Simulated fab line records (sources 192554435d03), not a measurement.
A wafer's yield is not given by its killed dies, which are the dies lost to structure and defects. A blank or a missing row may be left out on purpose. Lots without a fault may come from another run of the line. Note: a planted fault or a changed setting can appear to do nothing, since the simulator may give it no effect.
Split-lot experiment || flow n5-finfet || 21 wafers read across 7 lots, on a route 1938 steps long

ABOUT THE SPLIT
At N5_FIN_SAQP_COAT_49 (time 60 s, resist thk 100 nm), the setting spin-rpm was moved away from the recipe's 1500 rpm on 6 of the 21 wafers read, by -2.9% to +6.2%. The other wafers ran this setting at the recipe's value.

FROM THE SPLIT TO THE READING: what the file shows between them, 8 steps
- N5_FIN_SAQP_COAT_50: time 60 s, resist thk 35 nm
- N5_FIN_SAQP_COAT_10: resist thk 90 nm
- N5_FIN_SAQP_DESCUM_21: chemistry O2, time 7.9 s
- N5_FIN_SAQP_ETCH_51: etches SiARC in CF4, target depth 45.5 nm, time 75.8 s
- N5_FIN_SAQP_ETCH_52: etches SOC in N2/H2, target depth 100 nm, overetch 20 nm, time 150 s
- N5_FIN_SAQP_STRIP_53: strips in N2/H2
- N5_FIN_SAQP_HM_OPEN_73: chemistry CHF3/O2, target SiO2, stops on a-Si, target depth 12 nm, time 16.8 s
- N5_FIN_SAQP_STRIP_74: strips in CHF3/O2

THE READING
SOC_of_FIN_SAQP_COAT_49.thk-nm (the simulator's own value, which no gauge read), in nm, at N5_FIN_SAQP_MANDREL_ETCH_22 (etches a-Si in HBr/Cl2, stops on SiNx, target depth 60 nm, bt time 10 s, time 30 s). The file does not state a usual value for it. Average 76.03 nm, standard deviation 0.43 nm, over the 15 wafers here run with the recipe.

{"wafer": "L076.2", "tool, chamber at the split": "litho-track-02, 0", "spin-rpm as run, rpm": 1500, "against the recipe": "recipe", "SOC_of_FIN_SAQP_COAT_49.thk-nm, nm": 75.85, "against lot-mates on the recipe": "-"}
{"wafer": "L076.3", "tool, chamber at the split": "litho-track-02, 0", "spin-rpm as run, rpm": 1500, "against the recipe": "recipe", "SOC_of_FIN_SAQP_COAT_49.thk-nm, nm": 76.47, "against lot-mates on the recipe": "-"}
{"wafer": "L076.6", "tool, chamber at the split": "litho-track-02, 0", "spin-rpm as run, rpm": 1500, "against the recipe": "recipe", "SOC_of_FIN_SAQP_COAT_49.thk-nm, nm": 76.12, "against lot-mates on the recipe": "-"}
{"wafer": "L077.1", "tool, chamber at the split": "litho-track-04, 0", "spin-rpm as run, rpm": 1500, "against the recipe": "recipe", "SOC_of_FIN_SAQP_COAT_49.thk-nm, nm": 75.67, "against lot-mates on the recipe": "-"}
{"wafer": "L077.3", "tool, chamber at the split": "litho-track-04, 0", "spin-rpm as run, rpm": 1500, "against the recipe": "recipe", "SOC_of_FIN_SAQP_COAT_49.thk-nm, nm": 75.14, "against lot-mates on the recipe": "-"}
{"wafer": "L077.5", "tool, chamber at the split": "litho-track-04, 0", "spin-rpm as run, rpm": 1500, "against the recipe": "recipe", "SOC_of_FIN_SAQP_COAT_49.thk-nm, nm": 75.27, "against lot-mates on the recipe": "-"}
{"wafer": "L089.1", "tool, chamber at the split": "litho-track-04, 0", "spin-rpm as run, rpm": 1579, "against the recipe": "+5.3%", "SOC_of_FIN_SAQP_COAT_49.thk-nm, nm": 73, "against lot-mates on the recipe": -2.74}
{"wafer": "L089.4", "tool, chamber at the split": "litho-track-04, 0", "spin-rpm as run, rpm": 1500, "against the recipe": "recipe", "SOC_of_FIN_SAQP_COAT_49.thk-nm, nm": 75.88, "against lot-mates on the recipe": "-"}
{"wafer": "L089.5", "tool, chamber at the split": "litho-track-04, 0", "spin-rpm as run, rpm": 1500, "against the recipe": "recipe", "SOC_of_FIN_SAQP_COAT_49.thk-nm, nm": 75.6, "against lot-mates on the recipe": "-"}
{"wafer": "L090.2", "tool, chamber at the split": "litho-track-04, 0", "spin-rpm as run, rpm": 1500, "against the recipe": "recipe", "SOC_of_FIN_SAQP_COAT_49.thk-nm, nm": 76.21, "against lot-mates on the recipe": "-"}
{"wafer": "L090.3", "tool, chamber at the split": "litho-track-04, 0", "spin-rpm as run, rpm": 1593, "against the recipe": "+6.2%", "SOC_of_FIN_SAQP_COAT_49.thk-nm, nm": 73.34, "against lot-mates on the recipe": -2.87}
{"wafer": "L090.6", "tool, chamber at the split": "litho-track-04, 0", "spin-rpm as run, rpm": 1593, "against the recipe": "+6.2%", "SOC_of_FIN_SAQP_COAT_49.thk-nm, nm": 73.02, "against lot-mates on the recipe": -3.19}
{"wafer": "L094.1", "tool, chamber at the split": "litho-track-03, 0", "spin-rpm as run, rpm": 1579, "against the recipe": "+5.3%", "SOC_of_FIN_SAQP_COAT_49.thk-nm, nm": 74, "against lot-mates on the recipe": -2.39}
{"wafer": "L094.2", "tool, chamber at the split": "litho-track-03, 0", "spin-rpm as run, rpm": 1500, "against the recipe": "recipe", "SOC_of_FIN_SAQP_COAT_49.thk-nm, nm": 76.47, "against lot-mates on the recipe": "-"}
{"wafer": "L094.3", "tool, chamber at the split": "litho-track-03, 0", "spin-rpm as run, rpm": 1500, "against the recipe": "recipe", "SOC_of_FIN_SAQP_COAT_49.thk-nm, nm": 76.31, "against lot-mates on the recipe": "-"}
{"wafer": "L095.1", "tool, chamber at the split": "litho-track-03, 0", "spin-rpm as run, rpm": 1500, "against the recipe": "recipe", "SOC_of_FIN_SAQP_COAT_49.thk-nm, nm": 76.57, "against lot-mates on the recipe": "-"}
{"wafer": "L095.2", "tool, chamber at the split": "litho-track-03, 0", "spin-rpm as run, rpm": 1500, "against the recipe": "recipe", "SOC_of_FIN_SAQP_COAT_49.thk-nm, nm": 76.11, "against lot-mates on the recipe": "-"}
{"wafer": "L095.5", "tool, chamber at the split": "litho-track-03, 0", "spin-rpm as run, rpm": 1500, "against the recipe": "recipe", "SOC_of_FIN_SAQP_COAT_49.thk-nm, nm": 76.27, "against lot-mates on the recipe": "-"}
{"wafer": "L097.4", "tool, chamber at the split": "litho-track-03, 0", "spin-rpm as run, rpm": 1500, "against the recipe": "recipe", "SOC_of_FIN_SAQP_COAT_49.thk-nm, nm": 76.47, "against lot-mates on the recipe": "-"}
{"wafer": "L097.5", "tool, chamber at the split": "litho-track-03, 0", "spin-rpm as run, rpm": 1457, "against the recipe": "-2.9%", "SOC_of_FIN_SAQP_COAT_49.thk-nm, nm": 77.95, "against lot-mates on the recipe": "+1.48"}
{"wafer": "L097.6", "tool, chamber at the split": "litho-track-03, 0", "spin-rpm as run, rpm": 1457, "against the recipe": "-2.9%", "SOC_of_FIN_SAQP_COAT_49.thk-nm, nm": 77.8, "against lot-mates on the recipe": "+1.33"}

FIT RESULTS
A straight line over all 21 wafers: SOC_of_FIN_SAQP_COAT_49.thk-nm changes by -0.495 nm for each +1% of spin-rpm; r = -0.95; the points scatter about the line by 0.44 nm.
The same after taking each lot's own level away (the mean of its wafers on the recipe; 21 wafers): -0.488 nm for each +1%; r = -0.99; scatter 0.18 nm.
That fit puts the effect of the largest move of spin-rpm on the reading at 3 nm.
The lots' own levels span 75.360 to 76.470 nm, that is 2.6 times the standard deviation above.
The two slopes are in agreement: the lot-to-lot level therefore moves the slope only a little.
Check: for one of the wafers moved furthest among these (+6.2%), held out of the fit, the line's prediction against its lot-mates is -3.08 nm. It came out at -2.87 nm against them.

THESE WAFERS: OTHER SPLITS
Other splits were also applied to these wafers ahead of the reading. Each is held against what the fit with the lots' levels taken away leaves over:
{"other split on the same wafers": "N5_WELL_APT_COAT_02 spin-rpm", "wafers away from the commonest value": 5, "r with SOC_of_FIN_SAQP_COAT_49.thk-nm (lot level and that fit taken away)": "+0.16"}
{"other split on the same wafers": "N5_WELL_APT_PEB_06 peb-time-s", "wafers away from the commonest value": 6, "r with SOC_of_FIN_SAQP_COAT_49.thk-nm (lot level and that fit taken away)": "+0.07"}
{"other split on the same wafers": "N5_FIN_SAQP_PECVD_06 time-s", "wafers away from the commonest value": 5, "r with SOC_of_FIN_SAQP_COAT_49.thk-nm (lot level and that fit taken away)": -0.23}

THE WHOLE CHAIN: every reading that the file lists as answering this split, in the file's order
{"step": "N5_FIN_SAQP_COAT_49", "what it does": "time 60 s, resist thk 100 nm", "reading": "SOC_of_FIN_SAQP_COAT_49.thk-nm (the simulator's own value, which no gauge read)", "change (the file's fit)": "-0.456 nm for each +1% of the setting", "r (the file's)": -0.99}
{"step": "N5_FIN_SAQP_ETCH_52", "what it does": "etches SOC in N2/H2, target depth 100 nm, overetch 20 nm, time 150 s", "reading": "etch.depth-nm (the simulator's own value, which no gauge read)", "change (the file's fit)": "-0.456 nm for each +1% of the setting", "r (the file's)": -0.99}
{"step": "N5_FIN_SAQP_MANDREL_ETCH_22", "what it does": "etches a-Si in HBr/Cl2, stops on SiNx, target depth 60 nm, bt time 10 s, time 30 s", "reading": "SOC_of_FIN_SAQP_COAT_49.thk-nm (the simulator's own value, which no gauge read)", "change (the file's fit)": "-0.488 nm for each +1% of the setting", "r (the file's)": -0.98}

THE FILE'S OWN FIT
SOC_of_FIN_SAQP_COAT_49.thk-nm changes by -0.488 nm for each +1% of spin-rpm, r = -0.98.
